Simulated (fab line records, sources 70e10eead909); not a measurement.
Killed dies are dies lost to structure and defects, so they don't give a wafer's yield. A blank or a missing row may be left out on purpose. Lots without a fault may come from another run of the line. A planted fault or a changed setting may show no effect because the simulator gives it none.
Chamber matching | flow nand_harc | NHARC_P_CONTACT_ETCH_35 on rie_diel-03: 4 sister chambers
The step etches the open film in CF4, target depth 39 nm, time 65 s. 20 wafers are shown with their chamber, then 10 later ones without.

WAFERS WITH THEIR CHAMBER
wafer  | chamber | drypump_motor_current_A (A) | oes_product_au (a.u.) | rf_vpp_V (V)
L074.1 | 1       | 5.4                         | 1.004                 | 152.6
L074.2 | 0       | 6.0                         | 1.021                 | 151.3
L074.3 | 3       | 6.0                         | 1.010                 | 152.8
L075.1 | 0       | 6.0                         | 1.028                 | 151.5
L075.3 | 3       | 5.9                         | 1.010                 | 153.7
L075.5 | 2       | 5.3                         | 0.999                 | 152.5
L077.2 | 2       | 5.3                         | 0.988                 | 151.3
L077.4 | 0       | 6.0                         | 1.022                 | 150.4
L077.5 | 3       | 5.9                         | 1.001                 | 152.1
L080.1 | 1       | 5.4                         | 1.006                 | 152.2
L080.5 | 1       | 5.4                         | 1.015                 | 152.2
L080.6 | 0       | 5.9                         | 1.026                 | 150.7
L079.1 | 3       | 5.9                         | 1.001                 | 153.7
L079.2 | 0       | 6.0                         | 1.031                 | 150.3
L079.6 | 0       | 5.9                         | 1.014                 | 151.9
L082.2 | 1       | 5.4                         | 1.001                 | 150.7
L082.4 | 0       | 5.9                         | 1.025                 | 151.6
L082.5 | 3       | 5.9                         | 0.999                 | 152.9
L088.1 | 2       | 5.3                         | 0.998                 | 151.3
L088.3 | 0       | 6.0                         | 1.018                 | 151.4

SIGNATURES (means of the wafers above)
reading                 | chamber 0 | chamber 1 | chamber 2 | chamber 3 | scatter within a chamber
drypump_motor_current_A | 5.963     | 5.400     | 5.300     | 5.920     | 0.0409
oes_product_au          | 1.02313   | 1.00650   | 0.99500   | 1.00420   | 0.00565
rf_vpp_V                | 151.137   | 151.925   | 151.700   | 153.040   | 0.678
Rule: a wafer's distance from a chamber is the root of the sum, over the readings, of the square of ((its reading less the chamber's mean) divided by the reading's scatter). The wafer belongs to the nearest chamber; if the next one is less than 2 further off, it can't be placed. The scatter: the root of (the sum of the squares of (reading less its chamber's mean) over the shown wafers, divided by (wafers less chambers)).

WAFERS WITHOUT THEIR CHAMBER
wafer  | drypump_motor_current_A (A) | oes_product_au (a.u.) | rf_vpp_V (V)
L088.4 | 6.0                         | 1.002                 | 154.6
L085.1 | 6.0                         | 1.027                 | 151.9
L085.3 | 5.9                         | 0.997                 | 154.6
L085.6 | 5.3                         | 1.007                 | 151.8
L095.2 | 5.9                         | 0.986                 | 153.8
L095.4 | 6.0                         | 1.016                 | 150.9
L095.6 | 5.4                         | 1.006                 | 151.7
L097.2 | 6.0                         | 1.018                 | 152.4
L097.4 | 5.2                         | 1.007                 | 151.4
L097.6 | 6.0                         | 1.014                 | 151.3

WHICH CHAMBER EACH WENT THROUGH
wafer  | from the rows above     | in truth
L088.4 | 3                       | 3
L085.1 | 0                       | 0
L085.3 | 3                       | 3
L085.6 | can't be placed: 2 or 1 | 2
L095.2 | 3                       | 3
L095.4 | 0                       | 0
L095.6 | 1                       | 1
L097.2 | can't be placed: 0 or 3 | 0
L097.4 | can't be placed: 2 or 1 | 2
L097.6 | can't be placed: 0 or 3 | 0
Placed correctly: 6 of 10. Can't be placed from these rows: 4 (the true chamber is among the candidates in 4). Placed wrongly: 0.
